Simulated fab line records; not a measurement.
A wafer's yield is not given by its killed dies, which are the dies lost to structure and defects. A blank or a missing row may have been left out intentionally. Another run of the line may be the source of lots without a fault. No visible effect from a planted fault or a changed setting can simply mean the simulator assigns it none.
fab line records | flow nandHarc
[record] lots = 14 | wafers = 42 | lastDay = 25
route steps=1159 shown THIN_TSV@1107
lots that met no fault: from a run of the same line without faults
startH: the number of hours between the record's first day and the start of the first shown wafer of the lot | waitH: hours elapsed since this lot's preceding step | " repeats the value in the row above | L1.1+2: one row covering several wafers at once | - value missing, or start not given | * or withheld: withheld | < > ~ a bound
route shown NAME@n: names a module that has steps shown in the file, with the first one's number in the route | usual: the fault-free wafers' mean and standard deviation | same: alike in all rows | chamber/n: place in a boat | sites: the reading at each site | _std_site: how widely they spread, as a standard deviation | _edge_site: the outer-site mean with the inner-site mean subtracted | radiusMm: for every site, how far away it sits from the centre of the wafer | mask NAME#n: copy n | behind: tool/chamber where the wafer was last shaped | hold: why the lot was held/for how many hours/how that ended | device: names the non-switching transistor (n, p or np) | end of line: tests run on the same wafers once the route is complete | a step without rows: its recipe alone | killed: not the wafer's yield, but the dies lost to structure and defects at the first sort | map: a wafer's dies, marking killed ones x, the rest . and places with no die _
set.NAME: the setting the step ran with; set.NAME@STEP: the setting that earlier step ran with | model.NAME: the simulator's own value behind a step, which no gauge read
route steps across a sampled set of lots; one table per step, one row per wafer
services: the hour from which a tool's chamber was out of use, counted from the record's first day as startH (under 0 if before that day), plus the number of hours and why
[[steps]]
[step NHARC_THIN_TSV_DEP_43]
[recipe] targetThkA = 13285 | tempC = withheld | pressureTorr = 6.5 | rfW = 900 | teosFlowSccm = 161.4 | flowSccm = 2650 | targetThkNm = 1328.5 | gas = O2 | material = SiO2
[usual] throttleValvePct = 16.1/0.7
lot.wafer | tool     | chamber | startH | waitH | throttleValvePct
L499.2    | pecvd-03 | 2       | 420.21 | -     | 16.1
L499.5    | "        | 2       | "      | "     | 15.9
L499.4    | "        | 0       | "      | "     | 16.1
L498.2    | pecvd-04 | 1       | 430.60 | -     | 17.1
L498.5    | "        | 1       | "      | "     | 16.8
L498.4    | "        | 2       | "      | "     | 15.2
L501.1    | pecvd-01 | 0       | 444.71 | -     | 15.7
L501.4    | "        | 2       | "      | "     | 15.5
L501.6    | "        | 0       | "      | "     | 15.8
L500.1    | pecvd-04 | 2       | 445.83 | -     | 15.2
L500.2    | "        | 0       | "      | "     | 15.4
L500.5    | "        | 1       | "      | "     | 17.2
L502.3    | pecvd-03 | 2       | 447.23 | -     | 16.1
L502.1    | "        | 0       | "      | "     | 16.1
L502.5    | "        | 1       | "      | "     | 16.1
L506.3    | pecvd-04 | 2       | 465.30 | -     | 15.3
L506.2    | "        | 0       | "      | "     | 15.7
L506.5    | "        | 0       | "      | "     | 15.5
L505.2    | pecvd-04 | 1       | 474.09 | -     | 17.0
L505.3    | "        | 2       | "      | "     | 15.3
L505.5    | "        | 2       | "      | "     | 15.4
L511.3    | pecvd-04 | 0       | 490.17 | -     | 15.4
L511.4    | "        | 1       | "      | "     | 17.3
L511.5    | "        | 0       | "      | "     | 15.6
L516.3    | pecvd-01 | 0       | 528.71 | -     | 16.0
L516.1    | "        | 1       | "      | "     | 16.9
L516.5    | "        | 1       | "      | "     | 17.0
L517.3    | pecvd-03 | 1       | 531.24 | -     | 16.0
L517.5    | "        | 0       | "      | "     | 16.7
L517.6    | "        | 1       | "      | "     | 15.9
L520.1    | pecvd-01 | 0       | 555.02 | -     | 16.1
L520.3    | "        | 2       | "      | "     | 15.2
L520.4    | "        | 1       | "      | "     | 16.9
L518.3    | pecvd-01 | 1       | 556.26 | -     | 17.0
L518.2    | "        | 2       | "      | "     | 15.5
L518.4    | "        | 0       | "      | "     | 15.8
L519.2    | pecvd-01 | 2       | 562.01 | -     | 15.5
L519.4    | "        | 0       | "      | "     | 15.9
L519.5    | "        | 2       | "      | "     | 15.1
L521.3    | pecvd-01 | 2       | 565.69 | -     | 15.6
L521.6    | "        | 2       | "      | "     | 15.3
L521.4    | "        | 1       | "      | "     | 17.0
[step NHARC_THIN_TSV_PEB_10]
[recipe] pebTempC = 118 | pebTimeS = 85
[usual] chillPlateTempC = 23.01/0.11 | exhaustPa = 45.1/0.79 | plateTempC = 118.00/0.14
lot.wafer | tool          | chamber | startH | waitH | chillPlateTempC | exhaustPa | plateTempC
L499.2    | lithoTrack-03 | 0       | 420.90 | 0.1   | 23.03           | 45.3      | 117.99
L499.4    | "             | 0       | "      | "     | 23.01           | 44.7      | 118.03
L499.5    | "             | 0       | "      | "     | 23.19           | 44.5      | 118.17
L498.2    | lithoTrack-05 | 0       | 431.37 | 0.1   | 23.15           | 44.7      | 117.93
L498.4    | "             | 0       | "      | "     | 23.00           | 46.9      | 117.85
L498.5    | "             | 0       | "      | "     | 23.24           | 46.3      | 117.95
L501.1    | lithoTrack-02 | 0       | 445.35 | 0.1   | 22.97           | 45.5      | 117.98
L501.4    | "             | 0       | "      | "     | 23.02           | 44.4      | 118.03
L501.6    | "             | 0       | "      | "     | 23.01           | 46.1      | 118.35
L500.1    | lithoTrack-03 | 0       | 446.57 | 0.1   | 23.15           | 44.2      | 117.90
L500.2    | "             | 0       | "      | "     | 23.12           | 44.9      | 118.02
L500.5    | "             | 0       | "      | "     | 22.91           | 44.4      | 117.77
L502.1    | lithoTrack-05 | 0       | 447.80 | 0.1   | 22.85           | 45.0      | 118.06
L502.3    | "             | 0       | "      | "     | 22.81           | 45.1      | 118.15
L502.5    | "             | 0       | "      | "     | 22.88           | 45.1      | 118.11
L506.2    | lithoTrack-03 | -       | 465.92 | 0.1   | -               | -         | -
L506.3    | "             | -       | "      | "     | -               | -         | -
L506.5    | "             | -       | "      | "     | -               | -         | -
L505.2    | lithoTrack-03 | -       | 474.67 | 0.1   | -               | -         | -
L505.3    | "             | -       | "      | "     | -               | -         | -
L505.5    | "             | -       | "      | "     | -               | -         | -
L511.3    | lithoTrack-03 | 0       | 490.82 | 0.1   | 22.97           | 45.4      | 118.24
L511.4    | "             | 0       | "      | "     | 22.90           | 45.7      | 118.16
L511.5    | "             | 0       | "      | "     | 22.97           | 45.1      | 117.97
L516.1    | lithoTrack-03 | 0       | 529.41 | 0.1   | 22.76           | 44.6      | 118.08
L516.3    | "             | 0       | "      | "     | 22.85           | 44.6      | 118.17
L516.5    | "             | 0       | "      | "     | 22.81           | 43.8      | 117.97
L517.3    | lithoTrack-03 | 0       | 531.79 | 0.1   | 23.12           | 44.6      | 117.90
L517.5    | "             | 0       | "      | "     | 23.05           | 43.4      | 117.98
L517.6    | "             | 0       | "      | "     | 23.06           | 45.4      | 118.13
L520.1    | lithoTrack-05 | 0       | 555.63 | 0.1   | 23.11           | 45.1      | 118.11
L520.3    | "             | 0       | "      | "     | 23.08           | 44.4      | 117.90
L520.4    | "             | 0       | "      | "     | 23.14           | 45.0      | 117.92
L518.2    | lithoTrack-03 | 0       | 556.86 | 0.1   | 23.06           | 44.4      | 117.80
L518.3    | "             | 0       | "      | "     | 23.05           | 44.4      | 117.89
L518.4    | "             | 0       | "      | "     | 22.89           | 45.7      | 117.95
L519.2    | lithoTrack-03 | 0       | 562.66 | 0.1   | 22.97           | 45.4      | 117.88
L519.4    | "             | 0       | "      | "     | 22.92           | 46.1      | 117.78
L519.5    | "             | 0       | "      | "     | 23.09           | 45.1      | 117.94
L521.3    | lithoTrack-02 | 0       | 566.43 | 0.1   | 23.03           | 45.6      | 118.07
L521.4    | "             | 0       | "      | "     | 23.18           | 45.7      | 118.18
L521.6    | "             | 0       | "      | "     | 23.27           | 45.1      | 118.13
[step NHARC_THIN_TSV_CD_MEAS_12]
[recipe] targetCdNm = 1000 | landingEnergyEv = 500
[usual] cdNm = 1000.9/2.5
lot.wafer | tool     | chamber | startH | waitH | cdNm
L499.2    | cdSem-01 | 0       | 421.00 | -     | 1001.6
L499.4    | "        | 0       | "      | "     | 1001.5
L499.5    | "        | 0       | "      | "     | 1001.8
L498.2    | cdSem-02 | 0       | 431.46 | -     | 996.2
L498.4    | "        | 0       | "      | "     | 996.5
L498.5    | "        | 0       | "      | "     | 994.6
L501.1    | cdSem-01 | 0       | 445.44 | -     | 997.3
L501.4    | "        | 0       | "      | "     | 1002.8
L501.6    | "        | 0       | "      | "     | 999.3
L500.1    | cdSem-01 | 0       | 446.66 | -     | 998.2
L500.2    | "        | 0       | "      | "     | 1003.6
L500.5    | "        | 0       | "      | "     | 1002.9
L502.1    | cdSem-02 | 0       | 447.89 | -     | 999.1
L502.3    | "        | 0       | "      | "     | 998.4
L502.5    | "        | 0       | "      | "     | 997.4
L506.2    | cdSem-03 | 0       | 466.01 | -     | -
L506.3    | "        | 0       | "      | "     | -
L506.5    | "        | 0       | "      | "     | -
L505.2    | cdSem-03 | 0       | 474.76 | -     | -
L505.3    | "        | 0       | "      | "     | -
L505.5    | "        | 0       | "      | "     | -
L511.3    | cdSem-01 | 0       | 490.91 | -     | 1004.0
L511.4    | "        | 0       | "      | "     | 1001.0
L511.5    | "        | 0       | "      | "     | 1001.0
L516.1    | cdSem-03 | 0       | 529.50 | -     | 1001.6
L516.3    | "        | 0       | "      | "     | 997.8
L516.5    | "        | 0       | "      | "     | 1002.3
L517.3    | cdSem-01 | 0       | 531.88 | -     | 1002.0
L517.5    | "        | 0       | "      | "     | 1001.1
L517.6    | "        | 0       | "      | "     | 1001.7
L520.1    | cdSem-02 | 0       | 555.72 | -     | 997.7
L520.3    | "        | 0       | "      | "     | 998.2
L520.4    | "        | 0       | "      | "     | 998.6
L518.2    | cdSem-01 | 0       | 556.95 | -     | 1000.5
L518.3    | "        | 0       | "      | "     | 998.6
L518.4    | "        | 0       | "      | "     | 1000.9
L519.2    | cdSem-01 | 0       | 562.75 | -     | 1004.0
L519.4    | "        | 0       | "      | "     | 1004.2
L519.5    | "        | 0       | "      | "     | 1003.2
L521.3    | cdSem-02 | 0       | 566.53 | -     | 997.7
L521.4    | "        | 0       | "      | "     | 1000.3
L521.6    | "        | 0       | "      | "     | 998.3
[step NHARC_THIN_TSV_ETCH_44]
[recipe] targetDepthA = 15942 | timeS = 797.1 | cf4FlowSccm = 150 | o2FlowSccm = 10 | arFlowSccm = 0 | rfW = 300 | biasW = 800 | chemistry = CF4/O2
[usual] drypumpMotorCurrentA = 5.8/0.6 | oesProductAu = 1.003/0.012 | rfVppV = 797/4.1 | showerheadPlenumPTorr = 1.87/0.065 | throttleValvePct = 16.915/0.0086
lot.wafer | tool       | chamber | startH | waitH | drypumpMotorCurrentA | oesProductAu | rfHoursCounterH | rfVppV | showerheadPlenumPTorr | throttleValvePct
L499.2    | rieDiel-03 | 3       | 421.24 | 0.1   | 5.2                  | 0.984        | 2               | 795    | 1.84                  | 16.908
L499.4    | "          | 0       | "      | "     | 4.8                  | 0.991        | 2               | 795    | 1.86                  | 16.919
L499.5    | "          | 3       | "      | "     | 5.2                  | 0.997        | -               | 795    | 1.84                  | 16.894
L498.2    | rieDiel-03 | 1       | 431.70 | 0.1   | 5.3                  | 0.999        | 3               | 801    | 1.96                  | 16.910
L498.4    | "          | 2       | "      | "     | 6.9                  | 1.014        | 3               | 792    | 1.79                  | 16.929
L498.5    | "          | 2       | "      | "     | 6.9                  | 1.012        | -               | 793    | 1.79                  | 16.907
L501.4    | rieDiel-09 | 0       | 445.81 | 0.2   | 5.9                  | 0.987        | 1               | 797    | 1.90                  | 16.923
L501.1    | "          | 1       | "      | "     | 6.7                  | 0.995        | 1               | 800    | 1.90                  | 16.918
L501.6    | "          | 3       | "      | "     | 6.0                  | 1.008        | -               | 804    | 1.96                  | 16.923
L500.1    | rieDiel-03 | 0       | 446.90 | 0.1   | 4.8                  | 1.000        | 6               | 795    | 1.86                  | 16.911
L500.2    | "          | 3       | "      | "     | 5.3                  | 1.000        | 6               | 794    | 1.84                  | 16.922
L500.5    | "          | 1       | "      | "     | 5.3                  | 1.000        | -               | 800    | 1.95                  | 16.906
L502.3    | rieDiel-09 | 0       | 448.14 | 0.1   | 5.9                  | 0.995        | 1               | 799    | 1.90                  | 16.916
L502.1    | "          | 1       | "      | "     | 6.7                  | 0.992        | 1               | 799    | 1.90                  | 16.918
L502.5    | "          | 1       | "      | "     | 6.8                  | 0.993        | -               | 799    | 1.90                  | 16.928
L506.2    | rieDiel-09 | 0       | 466.31 | 0.1   | 5.9                  | 0.984        | 3               | 798    | 1.90                  | 16.901
L506.3    | "          | 2       | "      | "     | 6.3                  | 1.010        | 3               | 800    | 1.94                  | 16.917
L506.5    | "          | 0       | "      | "     | 5.9                  | 0.980        | -               | 799    | 1.90                  | 16.924
L505.2    | rieDiel-01 | 1       | 475.06 | 0.1   | 5.4                  | 1.008        | 11              | 796    | 1.86                  | 16.917
L505.3    | "          | 3       | "      | "     | 5.7                  | 1.014        | 9               | 794    | 1.83                  | 16.913
L505.5    | "          | 0       | "      | "     | 5.7                  | 1.042        | -               | 792    | 1.80                  | 16.920
L511.4    | rieDiel-03 | 3       | 491.21 | 0.1   | 5.3                  | 1.005        | 13              | 796    | 1.84                  | 16.938
L511.3    | "          | 0       | "      | "     | 4.8                  | 0.995        | 12              | 797    | 1.86                  | 16.915
L511.5    | "          | 2       | "      | "     | 6.8                  | 1.002        | -               | 791    | 1.78                  | 16.897
L516.1    | rieDiel-01 | 0       | 529.87 | 0.2   | 5.7                  | 1.010        | 1               | 794    | 1.80                  | 16.913
L516.3    | "          | 1       | "      | "     | 5.3                  | 0.989        | 1               | 796    | 1.86                  | 16.911
L516.5    | "          | 3       | "      | "     | 5.7                  | 1.021        | -               | 794    | 1.83                  | 16.918
L517.3    | rieDiel-09 | 3       | 532.18 | 0.1   | 5.9                  | 1.008        | 8               | 801    | 1.95                  | 16.910
L517.5    | "          | 2       | "      | "     | 6.3                  | 1.004        | -               | 802    | 1.93                  | 16.931
L517.6    | "          | 3       | "      | "     | 5.9                  | 1.010        | -               | 802    | 1.95                  | 16.934
L520.4    | rieDiel-01 | 3       | 555.99 | 0.1   | 5.7                  | 1.010        | 2               | 794    | 1.83                  | 16.907
L520.1    | "          | 0       | "      | "     | 5.7                  | 1.006        | 2               | 793    | 1.80                  | 16.901
L520.3    | "          | 2       | "      | "     | 6.0                  | 1.004        | 3               | 787    | 1.72                  | 16.915
L518.3    | rieDiel-03 | 1       | 557.20 | 0.1   | 5.3                  | 0.984        | 18              | 800    | 1.95                  | 16.925
L518.2    | "          | 3       | "      | "     | 5.3                  | 1.008        | 18              | 795    | 1.84                  | 16.915
L518.4    | "          | 0       | "      | "     | 4.8                  | 0.993        | 18              | 796    | 1.86                  | 16.921
L519.4    | rieDiel-09 | 2       | 563.06 | 0.1   | 6.3                  | 1.024        | 10              | 799    | 1.93                  | 16.900
L519.2    | "          | 3       | "      | "     | 6.0                  | 1.013        | 10              | 802    | 1.95                  | 16.910
L519.5    | "          | 2       | "      | "     | 6.3                  | 1.011        | -               | 801    | 1.93                  | 16.908
L521.4    | rieDiel-03 | 0       | 566.83 | 0.1   | 4.8                  | 1.000        | 19              | 796    | 1.85                  | 16.917
L521.3    | "          | 2       | "      | "     | 6.8                  | 1.008        | 19              | 790    | 1.78                  | 16.923
L521.6    | "          | 3       | "      | "     | 5.3                  | 1.002        | -               | 794    | 1.84                  | 16.910
[[services]]
tool          | chamber | startH | hours | kind
rieDiel-03    | 0       | 401.31 | -     | clean
rieDiel-03    | 1       | 401.31 | -     | clean
rieDiel-03    | 2       | 401.31 | -     | clean
lithoTrack-05 | -       | 412.00 | 7.0   | pm
pecvd-01      | -       | 418.31 | 13.0  | pm
rieDiel-09    | -       | 431.12 | 9.0   | pm
pecvd-01      | 2       | 448.75 | 27.5  | repair
pecvd-03      | -       | 453.81 | 4.0   | repair
rieDiel-01    | 3       | 462.92 | 6.4   | repair
pecvd-01      | -       | 465.07 | 0.5   | repair
pecvd-01      | 1       | 472.46 | 1.8   | repair
pecvd-03      | -       | 473.30 | 13.0  | pm
rieDiel-01    | -       | 492.11 | 9.0   | pm
rieDiel-03    | -       | 512.05 | 0.4   | repair
lithoTrack-02 | -       | 515.00 | 7.0   | pm
rieDiel-01    | 2       | 518.53 | 1.9   | repair
pecvd-03      | 2       | 529.34 | 9.5   | repair
pecvd-04      | -       | 529.45 | 0.6   | repair
rieDiel-01    | 1       | 537.50 | 3.3   | repair
pecvd-03      | 0       | 541.87 | 8.6   | repair
pecvd-04      | 2       | 544.36 | 17.1  | repair
rieDiel-01    | 2       | 553.93 | 2.0   | repair
pecvd-04      | -       | 557.00 | 13.0  | pm
lithoTrack-03 | -       | 563.00 | 7.0   | pm
[[key]]
[firstSign] step = NHARC_THIN_TSV_PEB_10 | reading = toolRecord | direction = missing
effect none on later readings
metAt NHARC_THIN_TSV_PEB_10
struckLots L505,L506
laterRowsLeftOut L505.2,L505.3,L505.5,L506.2,L506.3,L506.5
sortLeftOut L505.2,L505.3,L505.5,L506.2,L506.3,L506.5
notActingAt NHARC_THIN_TSV_DEP_43,NHARC_THIN_TSV_CD_MEAS_12,NHARC_THIN_TSV_ETCH_44
onsetBetween 446.57 465.92
[fault] kind = skippedStepWhole | tool = lithoTrack-03 | chamber = - | onsetH = 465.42 | steps = NHARC_THIN_TSV_PEB_10 | scope = struckLotsOnly
// sortLeftOut: the simulated sort isn't trusted on such a fault, so these wafers' sort isn't shown, and their yield isn't known
// laterRowsLeftOut: the simulator's readings of these wafers behind a module that went badly wrong aren't trusted and aren't shown, but for the sort
